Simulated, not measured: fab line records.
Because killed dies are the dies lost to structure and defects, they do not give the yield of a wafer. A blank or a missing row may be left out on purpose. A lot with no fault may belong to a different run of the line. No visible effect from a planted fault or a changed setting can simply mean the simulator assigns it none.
fab line records ; flow n5Finfet
record: lots: 4; wafers: 12; lastDay: 16
route steps=1938 shown STI_FIN_REVEAL@209 DUMMY_GATE@212 ILD0@338 BEOL_M4@1111
lots that met no fault: taken from a fault-free run of the same line
startH: start of the lot's first displayed wafer, in hours after the record's first day ; waitH: how many hours have passed since the lot's step before this one ; " the same as in the row above ; L1.1+2: one row covering several wafers at once ; - no value present, or no start provided ; * or withheld: withheld ; < > ~ a bound
route shown NAME@n: names a module that has steps shown in the file, with the first one's number in the route ; usual: mean/standard deviation of fault-free wafers ; same: alike in all rows ; chamber/n: place in a boat ; sites: per-site readings ; _std_site: the values' standard deviation ; _edge_site: mean of outer sites minus mean of inner sites ; radiusMm: for every site, how far away it sits from the centre of the wafer ; mask NAME#n: copy n ; behind: the last tool/chamber to shape the wafer ; hold: why the lot went on hold/how many hours it stayed there/how the hold came to an end ; device: the transistor (n, p or np) that didn't switch ; end of line: at the end of the route, the tests of the same wafers ; a step without rows: its recipe alone ; killed: count of dies lost to structure and defects at first sort (not the wafer's yield) ; map: shows each die of a wafer: x if killed, . if not, _ if none is there
set.NAME: the setting as run; set.NAME@STEP: as run at that earlier step ; model.NAME: the simulator's own value behind a step, which no gauge read
lots at selected steps of the route; one table per step, one row per wafer
services: the hour from which a tool's chamber was out of use, counted from the record's first day as startH (under 0 if before that day), plus the number of hours and why
== steps ==
step: N5_STI_FIN_REVEAL_PRECLEAN_18
recipe: chemistry: SC2; timeS: 45; tempC: 35; mix: 1:1:50
step: N5_STI_FIN_REVEAL_SRD_28
recipe: dry: ipaMarangoni; timeS: 30; tempC: 23; rinseLiquid: diw
step: N5_DUMMY_GATE_PRECLEAN_00
recipe: chemistry: O3/DIW; timeS: 60; tempC: 22; o3Ppm: 10
step: N5_DUMMY_GATE_SRD_01
recipe: timeS: 30; tempC: 23; rinseLiquid: diw; dry: ipaMarangoni
step: N5_DUMMY_GATE_ALD_02
recipe: material: SiO2; targetThkA: 20; tempC: 300; aldPrecursorFamily: BDEAS; aldCoReactant: O2-plasma; pulseTimeS: 1; pressureTorr: 2
step: N5_DUMMY_GATE_CVD_03
recipe: material: a-Si; targetThkA: 1500; tempC: 530; precursor: SiH4; timeS: 8042
step: N5_DUMMY_GATE_PRECLEAN_46
recipe: chemistry: DIW; timeS: 89.5; tempC: 23
step: N5_DUMMY_GATE_SRD_47
recipe: dryTimeS: 32; dry: n2Spin; spinRpm: 1500
step: N5_DUMMY_GATE_CMP_04
recipe: material: a-Si; postCmpClean: alkalineBrush
step: N5_DUMMY_GATE_HM_DEP_06
recipe: material: SiNx; targetThkA: 800; precursor: DCS/NH3; tempC: 700; pressureMtorr: 300; timeS: 5141
usual: spikeTcBottomC: 724.9/2.2; spikeTcTopC: 715.7/1.4
lot.wafer;tool;chamber;startH;waitH;spikeTcBottomC;spikeTcTopC;model.SiNx_of_DUMMY_GATE_HM_DEP_06.thkNm
L780.2;lpcvd-02;0/95;48.24;0.0;724.0;717.1;80
L780.4;lpcvd-02;0/104;48.24;0.0;724.0;717.1;79.6
L780.6;lpcvd-02;0/114;48.24;0.0;724.0;717.1;79.6
L783.2;lpcvd-02;1/95;67.44;0.0;724.3;715.6;70.6
L783.4;lpcvd-02;1/104;67.44;0.0;724.3;715.6;70.8
L783.5;lpcvd-02;1/109;67.44;0.0;724.3;715.6;70.6
L784.2;lpcvd-02;1/95;73.90;0.0;724.3;714.8;71.6
L784.4;lpcvd-02;1/104;73.90;0.0;724.3;714.8;71.8
L784.5;lpcvd-02;1/109;73.90;0.0;724.3;714.8;71.6
L798.1;lpcvd-01;1/90;157.46;0.0;727.1;714.8;82
L798.3;lpcvd-01;1/100;157.46;0.0;727.1;714.8;81.8
L798.6;lpcvd-01;1/114;157.46;0.0;727.1;714.8;81.2
step: N5_DUMMY_GATE_PECVD_30
recipe: material: SiO2; targetThkA: 550; tempC: 400; precursor: TEOS/O2; pressureTorr: 6.5; rfW: withheld; teosFlowSccm: withheld; gas: O2; flowSccm: 2650; timeS: 10.8
step: N5_DUMMY_GATE_COAT_34
recipe: resist: SOC; tempC: 250; timeS: 60; spinRpm: 1500; resistThkNm: 60
step: N5_DUMMY_GATE_COAT_35
recipe: resist: SiARC; tempC: 220; timeS: 60; spinRpm: 1500; resistThkNm: 10
step: N5_DUMMY_GATE_COAT_28
recipe: resist: underlayer; tempC: 205; timeS: 60; spinRpm: 1500; resistThkNm: 10
step: N5_DUMMY_GATE_COAT_09
recipe: resist: CAR-EUV; spinRpm: 1500; resistThkNm: 30
step: N5_DUMMY_GATE_EBR_11
recipe: solvent: PGMEA; ebrWidthMm: 1.5
step: N5_DUMMY_GATE_SOFTBAKE_10
recipe: tempC: 110; timeS: 60; resist: CAR-EUV
step: N5_DUMMY_GATE_EXPOSE_12
recipe: maskId: GATE; na: 0.33; sourceShape: annular; sigmaInner: 0.2; sigmaOuter: 0.6; polarization: unpolarized; targetCdNm: 25; doseMj: 34
step: N5_DUMMY_GATE_PEB_13
recipe: pebTempC: 100; pebTimeS: 60; resist: CAR-EUV
step: N5_DUMMY_GATE_DEVELOP_14
recipe: developTimeS: 30; developer: TMAH; resist: CAR-EUV; rinseLiquid: surfactantRinse; dry: airSpin; devTempC: 23
step: N5_DUMMY_GATE_DESCUM_20
recipe: chemistry: O2; timeS: 6.2; sourcePowerW: 50; biasPowerW: 20; pressureMtorr: 20; rfFrequencyHz: 2.712e+07; tempC: 40; resist: CAR-EUV; o2FlowSccm: 225
step: N5_DUMMY_GATE_ETCH_29
recipe: chemistry: N2/H2; target: underlayer; targetDepthA: 130; ionEnergyEv: 200; pressureMtorr: 30; sourceW: 840; biasW: 150; n2FlowSccm: 200; h2FlowSccm: 200
step: N5_DUMMY_GATE_ETCH_36
recipe: chemistry: CF4; target: SiARC; targetDepthA: 130; pressureMtorr: 40; sourceW: 545; biasW: 36; Ar_flow_sccm: 100; cf4FlowSccm: 100; ionEnergyEv: 80
step: N5_DUMMY_GATE_ETCH_37
recipe: chemistry: N2/H2; target: SOC; targetDepthA: 600; overetchA: 300; tempC: 40; ionEnergyEv: 200; pressureMtorr: 30; sourceW: 840; biasW: 150; n2FlowSccm: 200; h2FlowSccm: 200
step: N5_DUMMY_GATE_STRIP_38
recipe: chemistry: N2/H2; tempC: 40; n2FlowSccm: 200; h2FlowSccm: 200; rfFrequencyHz: 6e+07
step: N5_DUMMY_GATE_STRIP_39
recipe: chemistry: N2/H2; tempC: 40; n2FlowSccm: 200; h2FlowSccm: 200; rfFrequencyHz: 6e+07
step: N5_DUMMY_GATE_TRIM_49
recipe: chemistry: O2; resist: SOC; timeS: 29; targetCdNm: 14; sourcePowerW: 300; biasPowerW: 0; O2_flow_sccm: 100; tempC: 20
step: N5_DUMMY_GATE_STRIP_40
recipe: chemistry: CF4; resist: SiARC; powerW: 300; biasPowerW: 75; pressureMtorr: 50; cf4FlowSccm: 150; rfFrequencyHz: 6e+07
step: N5_DUMMY_GATE_ETCH_31
recipe: chemistry: C4F6/O2; target: SiO2; maskMaterial: SOC; targetDepthA: 825; timeS: 27.5; ionEnergyEv: 250; pressureMtorr: 30; sourceW: 345; biasW: 185; Ar_flow_sccm: 300; C4F6_flow_sccm: 10; O2_flow_sccm: 10
step: N5_DUMMY_GATE_STRIP_41
recipe: chemistry: O2; powerW: 400; tempC: 40; pressureMtorr: 30; rfFrequencyHz: 6e+07; biasPowerW: 0; overashFraction: 0.3; o2FlowSccm: 225
step: N5_DUMMY_GATE_HM_OPEN_21
recipe: chemistry: CH3F/O2; target: SiNx; targetDepthA: 1200; Ar_flow_sccm: 150; CH3F_flow_sccm: 30; O2_flow_sccm: 23; timeS: 171.4; pressureMtorr: 30; sourceW: 395; biasW: 73; ionEnergyEv: 120.7
step: N5_DUMMY_GATE_ETCH_32
recipe: chemistry: CF4; target: SiO2; targetDepthA: 35; timeS: 3.9; ionEnergyEv: 350; pressureMtorr: 10; icpW: 800; biasW: 400; cf4FlowSccm: 80
step: N5_DUMMY_GATE_ETCH_23
recipe: chemistry: HBr/Cl2/O2; HBr_flow_sccm: 150; Cl2_flow_sccm: 80; O2_flow_sccm: 12; biasW: 102; targetDepthA: 410; timeS: 22.3; target: poly-Si; maskMaterial: SiO2; pressureMtorr: 10; icpW: 800
step: N5_DUMMY_GATE_ETCH_44
recipe: chemistry: HBr/O2; overEtchFrac: 0.7; targetDepthA: 1275; stopOn: SiO2; ionEnergyEv: 60; biasW: 20; target: poly-Si; maskMaterial: SiO2; pressureMtorr: 20; icpW: 400; HBr_flow_sccm: 120; O2_flow_sccm: 10
step: N5_ILD0_CMP_03
recipe: stopOn: SiNx; tOverpolishS: 1.9; postCmpClean: alkalineBrush; downForcePsi: 4.1491; platenRpm: 51.796; padVelocityMS: 1.0306; targetThkNm: 197.38
usual: motorCurrentA: 12.3/1.3; overpolishRunS: 1.900/0.009; timeToEndpointS: 69/6
lot.wafer;tool;chamber;startH;waitH;motorCurrentA;overpolishRunS;timeToEndpointS;model.SiNx_of_DUMMY_GATE_HM_DEP_06.thkNm
L780.4;cmp-02;1;67.06;0.0;11.8;1.898;78;76.6
L780.2;cmp-02;3;67.06;0.0;12.5;1.916;61;77
L780.6;cmp-02;1;67.06;0.0;13.2;1.911;74;76.6
L783.4;cmp-01;3;86.19;0.1;11.8;1.913;72;67.8
L783.2;cmp-01;0;86.19;0.1;12.2;1.885;73;67.6
L783.5;cmp-01;3;86.19;0.1;12.6;1.912;74;67.6
L784.4;cmp-04;0;93.87;0.0;11.2;1.902;66;68.8
L784.2;cmp-04;2;93.87;0.0;13.3;1.898;62;68.6
L784.5;cmp-04;0;93.87;0.0;9.9;1.892;66;68.6
L798.1;cmp-01;3;177.91;0.0;12.7;1.900;71;79
L798.3;cmp-01;2;177.91;0.0;10.4;1.885;67;78.8
L798.6;cmp-01;3;177.91;0.0;11.9;1.901;70;78
step: N5_BEOL_M4_RC_MEAS_101
usual: DIBL_N: 36.8/2.2; DIBL_P: 37.0/2.8; IOFF_N: 0.18/0.043; IOFF_P: 0.23/0.05; ION_N: 680/14; ION_P: 466/9.1; SS_N: 71.7/0.74; SS_P: 73.5/0.79; VT_N: 248/4; VT_P: -249/4.1
lot.wafer;tool;chamber;startH;waitH;DIBL_N[mV/V];DIBL_P[mV/V];IOFF_N[nA/um];IOFF_P[nA/um];ION_N[uA/um];ION_P[uA/um];SS_N[mV/dec];SS_P[mV/dec];VT_N[mV];VT_P[mV]
L780.2;prober-02;0;177.73;0.2;40.2;40.4;0.23;0.26;689;467;72.2;74.0;244;-250
L780.4;prober-02;0;177.73;0.2;39.7;40.0;0.22;0.25;684;464;72.6;74.9;245;-251
L780.6;prober-02;0;177.73;0.2;36.5;35.5;0.14;0.19;670;459;70.8;73.4;248;-252
L783.2;prober-01;0;200.53;0.4;38.9;41.4;0.22;0.23;701;473;72.8;74.2;244;-252
L783.4;prober-01;0;200.53;0.4;35.7;38.3;0.15;0.18;676;453;71.7;73.8;252;-258
L783.5;prober-01;0;200.53;0.4;38.4;41.4;0.21;0.24;686;456;72.4;74.6;247;-253
L784.2;prober-01;0;203.74;0.2;37.0;38.2;0.16;0.20;687;463;72.2;73.1;250;-253
L784.4;prober-01;0;203.74;0.2;32.5;33.8;0.10;0.15;658;453;71.3;71.4;258;-255
L784.5;prober-01;0;203.74;0.2;39.7;42.1;0.23;0.26;692;468;73.0;74.4;246;-250
L798.1;prober-01;0;284.51;0.0;38.5;37.3;0.21;0.24;673;461;71.9;73.1;248;-246
L798.3;prober-01;0;284.51;0.0;39.8;40.3;0.25;0.30;703;480;72.1;73.8;242;-242
L798.6;prober-01;0;284.51;0.0;36.5;37.5;0.17;0.24;676;468;72.0;73.3;248;-248
== services ==
tool;chamber;startH;hours;kind
cmp-01;-;24.50;0.3;repair
cmp-01;-;29.94;3.6;pm
cmp-02;-;30.08;13.6;pm
cmp-04;-;33.62;4.0;pm
cmp-04;-;37.62;-;consumableReplace:conditioner
cmp-04;-;37.62;-;consumableReplace:pad
cmp-01;-;37.72;3.6;pm
cmp-01;-;54.28;15.0;repair
cmp-04;-;65.48;4.4;repair
cmp-04;-;74.95;1.3;repair
cmp-04;-;81.02;0.5;repair
cmp-02;-;88.35;3.7;repair
cmp-01;-;106.98;32.5;repair
cmp-01;-;171.90;0.8;repair
== key ==
firstSign none at tools or gauges
modelEffect: step: N5_DUMMY_GATE_HM_DEP_06; value: SiNx_of_DUMMY_GATE_HM_DEP_06.thkNm; without: 80.1; struck: 71.17
modelEffect: step: N5_ILD0_CMP_03; value: SiNx_of_DUMMY_GATE_HM_DEP_06.thkNm; without: 77.1; struck: 68.17
metAt N5_DUMMY_GATE_HM_DEP_06
struckWafers L783.2,L783.4,L783.5,L784.2,L784.4,L784.5
onsetBetween 48.24 67.44
fault: kind: processParameterDrift; tool: lpcvd-02; chamber: -; onsetH: 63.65; steps: N5_DUMMY_GATE_HM_DEP_06; channel: timeS; offset: *; shape: step; endH: 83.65; actsIn: *; stated: *
